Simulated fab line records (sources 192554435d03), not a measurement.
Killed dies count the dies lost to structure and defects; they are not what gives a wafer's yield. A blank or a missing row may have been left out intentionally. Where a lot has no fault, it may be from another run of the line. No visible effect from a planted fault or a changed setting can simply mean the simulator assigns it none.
Struck lot and sound lot, side by side -- flow n5Finfet -- 38 steps out of a route of 1938
Sound: these wafers, L915.2, L915.3, L915.4. Wafers L910.1, L910.5, L910.6 were the ones struck. Last of all comes the cause.
Each step with rows lists, per side, the tool, then ch with its chambers, then its first start. Under that, the readings that differ: sound wafers -- struck wafers -- difference of the means -- sigmas: that difference in standard deviations of wafers without a fault.
alike: a reading whose means differ by less than 2 such deviations, as well as words and numbers matching on both sides. not compared: withheld readings; readings where some wafer has no value; bounds like >300 that might hide an equal value; numbers whose values overlap and for which the record gives no deviation.
A row with sigmas, a row that says differs or no value, or rows on one side alone: a step with any of these is where the two part. When numbers do not overlap yet have no deviation, they are printed without sigmas and do not part them. A reading that every wafer of one side lacks parts them only if that side has two wafers or more.

first, 9 steps without rows for these wafers: N5_HKMG_FIN_SOFTBAKE_07 (time 60 s); N5_HKMG_FIN_EXPOSE_09 (exposes mask NWFM); N5_HKMG_FIN_PEB_10 (peb time 60 s); N5_HKMG_FIN_DEVELOP_11 (develop time 30 s); N5_HKMG_FIN_DESCUM_17 (chemistry O2, time 7.9 s); N5_HKMG_FIN_ETCH_31 (etches SiARC in CF4, target depth 45.5 nm, time 75.8 s); N5_HKMG_FIN_ETCH_32 (etches SOC in N2/H2, target depth 240 nm, time 300 s); N5_HKMG_FIN_STRIP_33 (strips in N2/H2); N5_HKMG_FIN_STRIP_34 (strips in CF4).
N5_HKMG_FIN_ETCH_35: etches SOC in N2/H2, target depth 215.8 nm, time 243.4 s.
  sound on rieDiel-01 ch 0,1,3, day 8 05:31; struck on rieDiel-05 ch 0,2,3, day 6 23:22
  no value came back on the struck wafers for any of 9 readings (biasW (W), chamberPressureMTorr (mTorr) and others); on the sound wafers biasW (W) reads 5.011 5.019 4.997
reading,sound,struck,difference,sigmas
model.SOC_of_HKMG_FIN_COAT_29.thkNm (nm),77.6 89.8 80.6,300 299.6 300,+217,
model.HKMG_FIN.featureDepthNm (nm),222.6 210.4 219.2,238.8 240.8 239.2,+22.2,
N5_HKMG_FIN_STRIP_92: strips SOC in N2/H2, time 20 s.
  sound on rieDiel-01 ch 0,1,3, day 8 05:40; struck on rieDiel-05 ch 0,2,3, day 6 23:31
reading,sound,struck,difference,sigmas
model.SOC_of_HKMG_FIN_COAT_29.thkNm (nm),67.2 80 70.2,289.8 289.6 289.6,+217.2,
  alike: drypumpMotorCurrentA, oesProductAu, rfFwdPowerW, rfVppV, showerheadPlenumPTorr, throttleValvePct
  not compared: rfHoursCounterH
then, 26 steps without rows for these wafers: N5_HKMG_FIN_WET_ETCH_18 (etches TiN in SC1, time 55 s, target depth 5.2 nm, rinse time 30 s); N5_HKMG_FIN_STRIP_19 (strips in N2/H2, time 360 s); N5_HKMG_FIN_ALD_91 (deposits TiN, target thk 1 nm, pulse time 1 s, purge time 3 s); N5_HKMG_FIN_COAT_85 (time 60 s, resist thk 300 nm); N5_HKMG_FIN_ETCH_86 (etches SOC in N2/H2, stops on TiN, target depth 393.2 nm); N5_HKMG_FIN_STRIP_89 (strips SOC in N2/H2, time 20 s); N5_HKMG_FIN_WET_ETCH_87 (etches TiN in SC1, time 154.2 s, target depth 4.7 nm, rinse time 30 s); N5_HKMG_FIN_STRIP_88 (strips in N2/H2, time 360 s); N5_HKMG_FIN_NWFM_ALD_20 (deposits TiAlC, target thk 2 nm, pulse time 3 s, purge time 2 s); N5_HKMG_FIN_ALD_71 (deposits TiN, target thk 1 nm, pulse time 1 s, purge time 3 s); N5_HKMG_FIN_COAT_66 (time 60 s, resist thk 300 nm); N5_HKMG_FIN_ETCH_67 (etches SOC in N2/H2, stops on TiN, target depth 388.9 nm); N5_HKMG_FIN_STRIP_90 (strips SOC in N2/H2, time 20 s); N5_HKMG_FIN_WET_ETCH_73 (etches the open film in SC1, time 42.3 s, target depth 1.3 nm, rinse time 30 s); N5_HKMG_FIN_ETCHBACK_68 (etches the open film in Cl2/Ar, stops on HfO2, target depth 0.5 nm); N5_HKMG_FIN_STRIP_69 (strips in N2/H2, time 360 s); N5_HKMG_FIN_ALD_21 (deposits TiN, target thk 1.5 nm, pulse time 1 s, purge time 3 s); N5_HKMG_FIN_ALD_72 (deposits W, target thk 2 nm, pulse time 1 s, purge time 2 s); N5_HKMG_FIN_W_FILL_22 (material W, target thk 60 nm, time 18.2 s); N5_HKMG_FIN_PRECLEAN_83 (cleans in DIW, time 57.5 s); N5_HKMG_FIN_SRD_84 (dry time 32 s); N5_HKMG_FIN_CMP_23 (polishes, stops on SiNx, t overpolish 10 s, target thk 46.326 nm); N5_HKMG_FIN_CMP_94 (polishes, stops on SiNx, t overpolish 4.7 s, target thk 43.299 nm); N5_GATE_CUT_ETCHBACK_00 (etches W in SF6/Cl2); N5_GATE_CUT_ETCH_56 (etches TiN in Cl2/Ar, target depth 21.6 nm); N5_GATE_CUT_ETCHBACK_30 (etches TiN in Cl2/Ar, target depth 3 nm).
-- here the record skips 4 days between the struck wafers' starts before and after, leaving off in module GATE_CUT and picking up in module BEOL_M4 (first step shown: number 1111 of the route) --
N5_BEOL_M4_RC_MEAS_101:
  sound on prober-02 ch 0, day 12 05:26; struck on prober-01 ch 0, day 11 05:16
reading,sound,struck,difference,sigmas
IOFF_N (nA/um),0.148 0.150 0.145,0.000 0.000 0.000,-0.148,-6
IOFF_N_LONG (nA/um),5.4e-05 5.4e-05 5.5e-05,3e-05 3e-05 3e-05,-2e-05,-8
ION_N (uA/um),672 667 675,243 235 245,-430,-39
VT_N (mV),253 250 251,457 457 455,+205,+64
VT_N_LONG (mV),275.3 278.0 274.4,483.1 479.3 483.3,+206.0,+94
VT_N_LVT (mV),102 102 103,302 306 300,+200,+61
  alike: DIBL_N, DIBL_P, IOFF_P, ION_P, SS_N, SS_P, VT_P

== WHERE THEY PART ==
Last at N5_BEOL_M4_RC_MEAS_101 as far as this record goes, first at N5_HKMG_FIN_ETCH_35.

WHY: what the simulator had put in
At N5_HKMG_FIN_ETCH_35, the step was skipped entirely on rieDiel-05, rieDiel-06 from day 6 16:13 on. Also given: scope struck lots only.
